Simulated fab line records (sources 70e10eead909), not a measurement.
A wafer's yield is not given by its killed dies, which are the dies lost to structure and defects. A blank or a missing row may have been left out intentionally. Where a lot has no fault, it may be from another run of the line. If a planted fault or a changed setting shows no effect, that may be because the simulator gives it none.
8D (eight disciplines) problem report, filled in by code || flow nand harc || the parts of the form that need people (team, actions taken, sign-off) are left out

1. THE PROBLEM
thk nm at NHARC_A_ONON_D1_THK_MEAS_30 reads a mean of 1339 nm on 4 wafers of 3 lots; wafers without a fault read 1004 nm with a standard deviation of 11. That puts it +30 standard deviations away from the usual mean.
The step: measures by ellipsometry.
Earliest sighting: wafer L120.5 on film metro-01 at day 10 11:22. The record has a number at this step for 40 wafers belonging to 14 lots. Rule for "out", or "out of limits": more than 4 standard deviations from the usual mean. Any other wafer with a number is counted as sound.

2. WHAT THIS IS AND IS NOT
{"question": "which readings at this step", "is": "thk nm", "is not": "-"}
{"question": "which lots", "is": "L120, L122, L123", "is not": "L111, L112, L113, L115, L124, L127, L129, L131, L132, L133, L134"}
{"question": "which wafers of those lots", "is": "L120.5, L122.5, L123.5, L123.6", "is not": "L120.1, L120.3, L122.3"}
{"question": "read on which gauges", "is": "film metro-01", "is not": "film metro-02"}
{"question": "when", "is": "from day 10 11:22", "is not": "up to then (14 sound wafers); but 22 sound wafers of L122, L124, L127, L129, L131, L132, L133, L134 came after"}

3. SUSPECTS, AND WHAT RULES EACH OUT
Counting: any tool at a process step up to the reading remains a suspect provided it ran every lot that is out. Sound lots after the first of them don't rule it out here, since some wafers of a struck lot are sound.
- the gauge at NHARC_A_ONON_D1_THK_MEAS_30: kept. All the wafers that are out were read on film metro-01, and no step on other tools shows them out.
- pecvd onon-03 at NHARC_A_ONON_D1_DEP_28 (target thk 1000 nm): kept. Ran every lot that is out, first one L120 (day 10 10:51); last sound lot up to then L112 (day 8 14:41).
What counting leaves: pecvd onon-03 at NHARC_A_ONON_D1_DEP_28 and film metro-01 at NHARC_A_ONON_D1_THK_MEAS_30.

4. THE CAUSE (what the simulator had put in)
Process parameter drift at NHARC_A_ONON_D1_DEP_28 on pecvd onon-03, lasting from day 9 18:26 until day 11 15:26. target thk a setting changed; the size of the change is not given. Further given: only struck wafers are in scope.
After counting, 2 suspects remain, this tool included.

5. THE EFFECT CHAIN, in route order
Rows list readings where the struck wafers' mean (over those with a number) sits beyond 3 standard deviations from the usual. Scope: only readings with a usual standard deviation given in the record; hours: median across lots of the time from each lot's start at the first step in this table that gives one to its start at this step; sigmas: change in usual standard deviations.
{"hours": 0, "step": "NHARC_A_ONON_D1_THK_MEAS_30", "reading": "thk nm", "usual": "1004 nm", "on struck wafers": 1339, "change": "+335", "sigmas": "+30"}
At these later measuring or inspecting steps, every struck wafer for which the step has a row has a number for every such reading, and none has moved that far: NHARC_A_ONON_D1_INSPECT_32, NHARC_END_SORT_01.

6. HOW IT WOULD HAVE BEEN CAUGHT EARLIER
In this record the first reading out of limits at a measuring or inspecting step was taken at day 10 11:22, 17 hours after the fault began at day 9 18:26.
An alarm limit of 4 standard deviations would not have fired on the tool readings at NHARC_A_ONON_D1_DEP_28 for which the record gives a usual standard deviation, since none of them was out on any struck wafer.
Among the 3 lots that are out, L123, L122 began NHARC_A_ONON_D1_DEP_28 on pecvd onon-03 after day 10 11:22. A hold on the tool at that time would have spared those 2.
